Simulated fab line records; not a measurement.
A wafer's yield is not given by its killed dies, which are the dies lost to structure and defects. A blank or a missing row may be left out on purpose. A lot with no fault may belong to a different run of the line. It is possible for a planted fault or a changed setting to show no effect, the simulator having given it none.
fab line records    flow nandHarc
record: lots: 6  wafers: 18  lastDay: 34
route steps=1302 shown P_GATE@191 END@1302
lots that met no fault: from a run of the same line without faults
startH: hours from the record's first day to the start of the lot's first wafer shown    waitH: hours from the lot's prior step to this one    " as in the row above    L1.1+2: a single row standing in for several wafers    - no value, or no start given    * or withheld: withheld    < > ~ a bound
route shown NAME@n: a module of which the file shows steps, and the number in the route of the first    usual: mean/standard deviation of fault-free wafers    same: alike in all rows    chamber/n: place in a boat    sites: the reading at each site    _std_site: the values' standard deviation    _edge_site: outer sites' mean less inner sites'    radiusMm: how far each site lies from the wafer's centre    mask NAME#n: copy n    behind: the tool/chamber that last shaped the wafer    hold: why the lot was held/for how many hours/how that ended    device: the n, p or np transistor that did not switch    end of line: tests run on the same wafers once the route is complete    for a step that has no rows: nothing shown but its recipe    killed: dies lost to structure and defects at the first sort, not the wafer's yield    map: a wafer's dies, marking killed ones x, the rest . and places with no die _
set.NAME: the setting that was run; set.NAME@STEP: the one run at that earlier step    model.NAME: the simulator's own value behind a step, which no gauge read
lots at selected steps of the route; one table per step, one row per wafer
services: from which hour (startH, from the record's first day; less than 0 if before it) a tool's chamber was out of use, for how many hours, and why
== steps ==
step: NHARC_P_GATE_STRIP_63
recipe: timeS: 900  tempC: 130  chemistry: SPM
step: NHARC_P_GATE_DEHYDRATE_83
recipe: tempC: 150  timeS: 120
step: NHARC_P_GATE_HMDS_84
recipe: timeS: 30
step: NHARC_P_GATE_COAT_85
recipe: spinRpm: 3000
step: NHARC_P_GATE_SOFTBAKE_86
recipe: tempC: 122  timeS: 95
step: NHARC_P_GATE_EBR_87
step: NHARC_P_GATE_EXPOSE_88
recipe: na: 0.6  targetCdNm: 2000  doseMj: 11.87  maskId: P_HVN
step: NHARC_P_GATE_PEB_89
recipe: pebTempC: 118  pebTimeS: 85
step: NHARC_P_GATE_DEVELOP_90
recipe: timeS: 70
step: NHARC_P_GATE_CD_MEAS_91
recipe: targetCdNm: 2000  landingEnergyEv: 500
usual: cdNm: 1998.5/2.1
lot.wafer  tool      chamber  startH  waitH  cdNm
L377.1     cdSem-03  0        160.32  -      1999.6
L377.5     "         0        "       "      1998.1
L377.6     "         0        "       "      1998.9
L381.2     cdSem-03  0        197.64  -      1998.0
L381.4     "         0        "       "      1997.1
L381.6     "         0        "       "      2000.4
L382.1     cdSem-01  0        212.50  -      1993.8
L382.3     "         0        "       "      1995.3
L382.4     "         0        "       "      1998.5
L388.2     cdSem-02  0        276.87  -      2000.7
L388.4     "         0        "       "      1999.1
L388.6     "         0        "       "      2000.3
L393.2     cdSem-01  0        329.59  -      1997.9
L393.3     "         0        "       "      1998.4
L393.5     "         0        "       "      1994.8
L395.1     cdSem-02  0        339.62  -      1999.5
L395.5     "         0        "       "      1998.9
L395.6     "         0        "       "      1999.0
step: NHARC_P_GATE_HARDBAKE_92
recipe: tempC: 125  timeS: 80
step: NHARC_P_GATE_DESCUM_93
recipe: timeS: 3  o2FlowSccm: 200  arFlowSccm: 0  biasPowerW: 0  chemistry: O2
usual: drypumpMotorCurrentA: 5.7/0.5  mfcArSccm: 0.004/0.0067  oesProductAu: 0.998/0.013  rfVppV: 58.0/0.94  showerheadPlenumPTorr: 1.95/0.098  throttleValvePct: 11.312/0.0088
lot.wafer  tool        chamber  startH  waitH  drypumpMotorCurrentA  mfcArSccm  oesProductAu  rfHoursCounterH  rfVppV  showerheadPlenumPTorr  throttleValvePct
L377.1     rieDiel-08  2        160.50  -      6.5                   0          0.994         11               57.5    1.98                   11.303
L377.5     "           1        "       "      5.9                   0.010      1.019         -                56.8    1.82                   11.313
L377.6     "           2        "       "      6.5                   0          0.997         -                58.4    1.98                   11.321
L381.4     rieDiel-09  1        197.81  -      5.2                   0.013      1.003         2                59.1    2.06                   11.316
L381.2     "           2        "       "      6.7                   0          1.004         3                58.9    1.87                   11.330
L381.6     "           1        "       "      5.2                   0.013      0.996         -                59.3    2.06                   11.317
L382.1     rieDiel-08  1        212.66  -      5.9                   0.010      1.006         0                56.6    1.81                   11.309
L382.3     "           2        "       "      6.5                   0          1.000         0                59.0    1.98                   11.301
L382.4     "           1        "       "      5.9                   0.010      0.999         -                58.9    1.81                   11.305
L388.2     rieDiel-08  0        277.03  -      5.6                   0.020      1.003         6                57.8    2.06                   11.327
L388.4     "           1        "       "      5.9                   0.010      1.001         5                57.7    1.81                   11.312
L388.6     "           0        "       "      5.6                   0.020      0.996         -                59.3    2.06                   11.301
L393.2     rieDiel-08  0        329.76  -      5.6                   0.020      0.993         8                59.3    2.06                   11.307
L393.3     "           1        "       "      5.9                   0.010      0.999         7                57.5    1.81                   11.294
L393.5     "           1        "       "      5.9                   0.010      0.994         -                55.8    1.81                   11.301
L395.1     rieDiel-09  3        339.78  -      5.3                   0          0.980         1                56.5    2.01                   11.316
L395.6     "           0        "       "      5.9                   0          1.028         -                57.6    2.02                   11.317
L395.5     "           2        "       "      6.7                   0          0.999         -                57.9    1.86                   11.305
step: NHARC_P_GATE_IMPLANT_94
recipe: energyKev: 60  doseCm2: 2e+15  tiltDeg: 7
usual: beamEnergyKeV: 60.001/0.019  beamOnS: 21.7/1.6
lot.wafer  tool          chamber  startH  waitH  beamEnergyKeV  beamOnS
L377.1     implanter-02  0        160.63  0.1    60.009         20.2
L377.5     "             0        "       "      59.974         20.6
L377.6     "             0        "       "      59.983         20.3
L381.2     implanter-02  -        197.97  0.1    -              -
L381.4     "             -        "       "      -              -
L381.6     "             -        "       "      -              -
L382.1     implanter-01  -        212.84  0.2    -              -
L382.3     "             -        "       "      -              -
L382.4     "             -        "       "      -              -
L388.2     implanter-01  0        277.20  0.2    59.984         23.8
L388.4     "             0        "       "      60.022         23.3
L388.6     "             0        "       "      60.001         23.4
L393.2     implanter-02  0        329.97  0.2    59.973         20.3
L393.3     "             0        "       "      60.022         20.1
L393.5     "             0        "       "      59.985         20.9
L395.1     implanter-02  0        339.95  0.2    60.011         20.4
L395.5     "             0        "       "      60.035         20.5
L395.6     "             0        "       "      60.026         19.7
step: NHARC_P_GATE_STRIP_113
recipe: powerW: 1500  tempC: 110  timeS: 740  chemistry: N2/H2
usual: drypumpMotorCurrentA: 5.7/0.49  heaterPowerW: 94/15  rfReflPowerW: 22/11
lot.wafer  tool            chamber  startH  waitH  drypumpMotorCurrentA  heaterPowerW  rfHoursCounterH  rfReflPowerW
L377.1     plasmaAsher-02  0        160.85  0.2    6.1                   101           16               10
L377.6     "               0        "       "      6.0                   100           -                10
L377.5     "               1        "       "      5.0                   95            -                22
L381.2     plasmaAsher-01  1        198.31  0.3    5.4                   115           5                15
L381.4     "               0        "       "      6.3                   75            -                39
L381.6     "               0        "       "      6.3                   75            -                38
L382.1     plasmaAsher-01  0        213.18  0.3    6.3                   76            8                38
L382.3     "               1        "       "      5.4                   111           -                15
L382.4     "               0        "       "      6.3                   73            -                38
L388.2     plasmaAsher-01  0        277.52  0.3    6.3                   74            23               37
L388.4     "               0        "       "      6.2                   77            -                38
L388.6     "               1        "       "      5.4                   113           -                16
L393.2     plasmaAsher-01  1        330.43  0.4    5.4                   117           33               16
L393.3     "               1        "       "      5.4                   114           -                16
L393.5     "               1        "       "      5.4                   115           -                16
L395.1     plasmaAsher-02  1        340.29  0.3    5.0                   92            16               23
L395.6     "               0        "       "      6.1                   97            -                10
L395.5     "               1        "       "      5.0                   91            -                23
step: NHARC_END_SORT_01
recipe: tempC: 25
usual: killedAtArray: 63/27  killedAtOther: 0.7/1.2  killedAtPeriphery: 3.1/2  killedDies: 67/28  killedOpen: 3.0/1.9  killedShort: 2.2/1.5
same: grossDies: 677
lot.wafer  tool       chamber  startH  waitH  killedAtArray  killedAtOther  killedAtPeriphery  killedDies  killedOpen  killedShort
L377.1     prober-01  0        605.55  2.5    96             2              4                  102         2           0
L377.5     prober-01  0        608.74  3.7    102            1              5                  108         2           4
L377.6     prober-01  0        609.54  4.0    101            2              4                  107         2           1
L381.2     prober-01  0        654.89  2.8    67             1              609                677         3           4
L381.4     prober-01  0        656.49  3.4    62             0              615                677         3           5
L381.6     prober-01  0        658.10  4.0    62             2              613                677         3           5
L382.1     prober-02  0        658.91  2.5    22             0              655                677         2           2
L382.3     prober-02  0        660.47  3.1    24             0              653                677         2           1
L382.4     prober-02  0        661.25  3.3    26             0              651                677         4           3
L388.4     prober-02  0        741.96  3.4    54             2              3                  59          3           3
L395.1     prober-02  0        791.00  2.5    38             2              0                  40          0           1
L395.5     prober-02  0        794.19  3.7    35             3              3                  41          3           1
L395.6     prober-02  0        794.99  4.0    33             0              7                  40          4           2
killed by level:class
L377.1 A_CHANNEL_HOLE_D2:chamberFilmFlake=32 A_SLIT:chamberFilmFlake=31 A_CHANNEL_HOLE_D1:chamberFilmFlake=27 A_CHANNEL_FILL_D1:chamberFilmFlake=2 A_DECK1_JOINT:chamberFilmFlake=2 P_M0:geometricParticle:open=1 A_DECK1_JOINT:geometricParticle:open=1 P_ZERO_WELL:chamberFilmFlake=1
L377.5 A_SLIT:chamberFilmFlake=32 A_CHANNEL_HOLE_D1:chamberFilmFlake=30 A_CHANNEL_HOLE_D2:chamberFilmFlake=29 P_GATE:chamberFilmFlake=3 A_CONTACT:chamberFilmFlake=3 A_ONON_D2:geometricParticle:short=2 P_CONTACT:geometricParticle:open=1 A_CHANNEL_HOLE_D1:geometricParticle:short=1
L377.6 A_CHANNEL_HOLE_D1:chamberFilmFlake=34 A_CHANNEL_HOLE_D2:chamberFilmFlake=31 A_SLIT:chamberFilmFlake=28 P_GATE:chamberFilmFlake=3 A_STAIRCASE:chamberFilmFlake=2 A_M1:chamberFilmFlake=2 A_ONON_D2:geometricParticle:short=1 A_WL_FILL:geometricParticle:open=1
L381.2 P_GATE:areaImplant=606 A_SLIT:chamberFilmFlake=26 A_CHANNEL_HOLE_D2:chamberFilmFlake=21 A_CHANNEL_HOLE_D1:chamberFilmFlake=7 A_CONTACT:chamberFilmFlake=4 A_STAIRCASE:chamberFilmFlake=3 A_ONON_D2:geometricParticle:short=2 P_GATE:geometricParticle:open=1
L381.4 P_GATE:areaImplant=608 A_SLIT:chamberFilmFlake=29 A_CHANNEL_HOLE_D2:chamberFilmFlake=14 A_WL_FILL:geometricParticle:short=4 A_CHANNEL_HOLE_D1:chamberFilmFlake=4 P_BONDPAD:chamberFilmFlake=3 A_WL_FILL:chamberFilmFlake=3 P_ZERO_WELL:chamberFilmFlake=2
L381.6 P_GATE:areaImplant=612 A_SLIT:chamberFilmFlake=22 A_CHANNEL_HOLE_D2:chamberFilmFlake=21 A_CHANNEL_HOLE_D1:chamberFilmFlake=6 A_CONTACT:chamberFilmFlake=4 A_DECK1_JOINT:geometricParticle:open=2 THIN_TSV:chamberFilmFlake=2 P_GATE:geometricParticle:open=1
L382.1 P_GATE:areaImplant=652 A_CHANNEL_HOLE_D1:chamberFilmFlake=5 A_SLIT:chamberFilmFlake=5 A_CONTACT:chamberFilmFlake=5 P_ZERO_WELL:chamberFilmFlake=2 A_ONON_D1:geometricParticle:short=1 A_ONON_D1:geometricParticle:open=1 A_CHANNEL_FILL_D1:geometricParticle:open=1
L382.3 P_GATE:areaImplant=648 A_CHANNEL_HOLE_D1:chamberFilmFlake=12 A_CONTACT:chamberFilmFlake=6 P_GATE:chamberFilmFlake=2 A_STAIRCASE:chamberFilmFlake=2 A_CHANNEL_HOLE_D2:chamberFilmFlake=2 P_STI:geometricParticle:open=1 P_GATE:geometricParticle:open=1
L382.4 P_GATE:areaImplant=647 A_CHANNEL_HOLE_D1:chamberFilmFlake=10 A_CHANNEL_HOLE_D2:unspecified=4 A_CONTACT:chamberFilmFlake=3 P_CONTACT:geometricParticle:open=2 A_DECK1_JOINT:geometricParticle:short=1 A_ONON_D2:geometricParticle:short=1 A_CHANNEL_FILL_D2:geometricParticle:open=1
L388.4 A_SLIT:chamberFilmFlake=30 A_CHANNEL_HOLE_D1:chamberFilmFlake=7 A_STAIRCASE:chamberFilmFlake=6 A_CONTACT:chamberFilmFlake=3 A_CHANNEL_FILL_D2:chamberFilmFlake=2 THIN_TSV:chamberFilmFlake=2 P_GATE:geometricParticle:open=1 P_CONTACT:geometricParticle:open=1
L395.1 A_CHANNEL_HOLE_D1:chamberFilmFlake=21 A_SLIT:chamberFilmFlake=11 A_CHANNEL_HOLE_D2:chamberFilmFlake=2 A_CONTACT:chamberFilmFlake=2 THIN_TSV:chamberFilmFlake=2 A_CHANNEL_HOLE_D1:geometricParticle:short=1 A_STAIRCASE:chamberFilmFlake=1
L395.5 A_CHANNEL_HOLE_D1:chamberFilmFlake=17 A_SLIT:chamberFilmFlake=7 A_CONTACT:chamberFilmFlake=3 P_CONTACT:chamberFilmFlake=2 A_CHANNEL_HOLE_D2:chamberFilmFlake=2 THIN_TSV:chamberFilmFlake=2 P_STI:geometricParticle:short=1 A_CHANNEL_HOLE_D1:geometricParticle:open=1
L395.6 A_CHANNEL_HOLE_D1:chamberFilmFlake=17 A_SLIT:chamberFilmFlake=6 A_STAIRCASE:chamberFilmFlake=3 P_GATE:chamberFilmFlake=2 P_BONDPAD:chamberFilmFlake=2 A_CHANNEL_HOLE_D2:chamberFilmFlake=2 A_CONTACT:chamberFilmFlake=2 P_GATE:geometricParticle:open=1
map L381.2 (x killed, . not)
____________x____________
_________xxxxxxx_________
_______xxxxxxxxxxx_______
______xxxxxxxxxxxxx______
_____xxxxxxxxxxxxxxx_____
____xxxxxxxxxxxxxxxxx____
____xxxxxxxxxxxxxxxxx____
___xxxxxxxxxxxxxxxxxxx___
___xxxxxxxxxxxxxxxxxxx___
__xxxxxxxxxxxxxxxxxxxxx__
__xxxxxxxxxxxxxxxxxxxxx__
_xxxxxxxxxxxxxxxxxxxxxxx_
_xxxxxxxxxxxxxxxxxxxxxxx_
_xxxxxxxxxxxxxxxxxxxxxxx_
_xxxxxxxxxxxxxxxxxxxxxxx_
_xxxxxxxxxxxxxxxxxxxxxxx_
xxxxxxxxxxxxxxxxxxxxxxxxx
xxxxxxxxxxxxxxxxxxxxxxxxx
xxxxxxxxxxxxxxxxxxxxxxxxx
xxxxxxxxxxxxxxxxxxxxxxxxx
xxxxxxxxxxxxxxxxxxxxxxxxx
_xxxxxxxxxxxxxxxxxxxxxxx_
_xxxxxxxxxxxxxxxxxxxxxxx_
_xxxxxxxxxxxxxxxxxxxxxxx_
_xxxxxxxxxxxxxxxxxxxxxxx_
_xxxxxxxxxxxxxxxxxxxxxxx_
__xxxxxxxxxxxxxxxxxxxxx__
__xxxxxxxxxxxxxxxxxxxxx__
___xxxxxxxxxxxxxxxxxxx___
___xxxxxxxxxxxxxxxxxxx___
____xxxxxxxxxxxxxxxxx____
____xxxxxxxxxxxxxxxxx____
_____xxxxxxxxxxxxxxx_____
______xxxxxxxxxxxxx______
_______xxxxxxxxxxx_______
_________xxxxxxx_________
____________x____________
map L382.1 (x killed, . not)
____________x____________
_________xxxxxxx_________
_______xxxxxxxxxxx_______
______xxxxxxxxxxxxx______
_____xxxxxxxxxxxxxxx_____
____xxxxxxxxxxxxxxxxx____
____xxxxxxxxxxxxxxxxx____
___xxxxxxxxxxxxxxxxxxx___
___xxxxxxxxxxxxxxxxxxx___
__xxxxxxxxxxxxxxxxxxxxx__
__xxxxxxxxxxxxxxxxxxxxx__
_xxxxxxxxxxxxxxxxxxxxxxx_
_xxxxxxxxxxxxxxxxxxxxxxx_
_xxxxxxxxxxxxxxxxxxxxxxx_
_xxxxxxxxxxxxxxxxxxxxxxx_
_xxxxxxxxxxxxxxxxxxxxxxx_
xxxxxxxxxxxxxxxxxxxxxxxxx
xxxxxxxxxxxxxxxxxxxxxxxxx
xxxxxxxxxxxxxxxxxxxxxxxxx
xxxxxxxxxxxxxxxxxxxxxxxxx
xxxxxxxxxxxxxxxxxxxxxxxxx
_xxxxxxxxxxxxxxxxxxxxxxx_
_xxxxxxxxxxxxxxxxxxxxxxx_
_xxxxxxxxxxxxxxxxxxxxxxx_
_xxxxxxxxxxxxxxxxxxxxxxx_
_xxxxxxxxxxxxxxxxxxxxxxx_
__xxxxxxxxxxxxxxxxxxxxx__
__xxxxxxxxxxxxxxxxxxxxx__
___xxxxxxxxxxxxxxxxxxx___
___xxxxxxxxxxxxxxxxxxx___
____xxxxxxxxxxxxxxxxx____
____xxxxxxxxxxxxxxxxx____
_____xxxxxxxxxxxxxxx_____
______xxxxxxxxxxxxx______
_______xxxxxxxxxxx_______
_________xxxxxxx_________
____________x____________
== services ==
tool            chamber  startH  hours  kind
rieDiel-08      0        142.46  17.4   repair
rieDiel-09      -        143.10  9.0    pm
rieDiel-08      1        145.32  -      clean
rieDiel-08      2        145.32  -      clean
rieDiel-08      3        145.32  -      clean
implanter-02    -        146.00  13.0   pm
plasmaAsher-01  -        165.30  9.0    pm
plasmaAsher-01  0        165.30  9.0    ventCycle
plasmaAsher-01  1        165.30  9.0    ventCycle
rieDiel-08      0        169.82  -      clean
rieDiel-08      0        184.64  4.4    repair
implanter-02    -        186.56  1.8    repair
rieDiel-08      -        191.00  9.0    pm
plasmaAsher-02  -        195.35  3.1    repair
rieDiel-08      3        208.57  24.6   repair
rieDiel-08      0        229.64  1.2    repair
implanter-01    -        232.74  4.2    repair
plasmaAsher-02  -        249.00  9.0    pm
plasmaAsher-01  -        307.26  4.2    repair
rieDiel-08      2        311.01  22.4   repair
rieDiel-09      -        320.10  9.0    pm
implanter-01    -        327.00  13.0   pm
rieDiel-08      3        331.54  1.5    repair
rieDiel-09      1        338.97  12.4   repair
== key ==
firstSign: step: NHARC_P_GATE_IMPLANT_94  reading: toolRecord  direction: missing
effect: step: NHARC_END_SORT_01  reading: killedAtPeriphery  direction: up  sigmas: 99+  usual: 3.1  struck: 632.7
moreKillsBornAt: NHARC_P_GATE_IMPLANT_94@implanter-01: 1947  NHARC_P_GATE_IMPLANT_94@implanter-02: 1826
metAt NHARC_P_GATE_IMPLANT_94
struckWafers L381.2,L381.4,L381.6,L382.1,L382.3,L382.4
laterRowsLeftOut L381.2,L381.4,L381.6,L382.1,L382.3,L382.4
testerLeftOut L381,L382
onsetBetween 160.63 197.97
fault: kind: skippedStepWhole  tool: implanter-01,implanter-02  chamber: -  onsetH: 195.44  steps: NHARC_P_GATE_IMPLANT_94  scope: struckLotsOnly
testerLeftOut: of these lots the tester's yield and bins aren't shown, on N5 and GAA mostly nor the transistor test; their killed dies are dies lost to structure and defects alone, not to doping, threshold or leakage, so they don't give the yield
laterRowsLeftOut: the simulator's readings of these wafers behind a module that went badly wrong aren't trusted and aren't shown, but for the sort
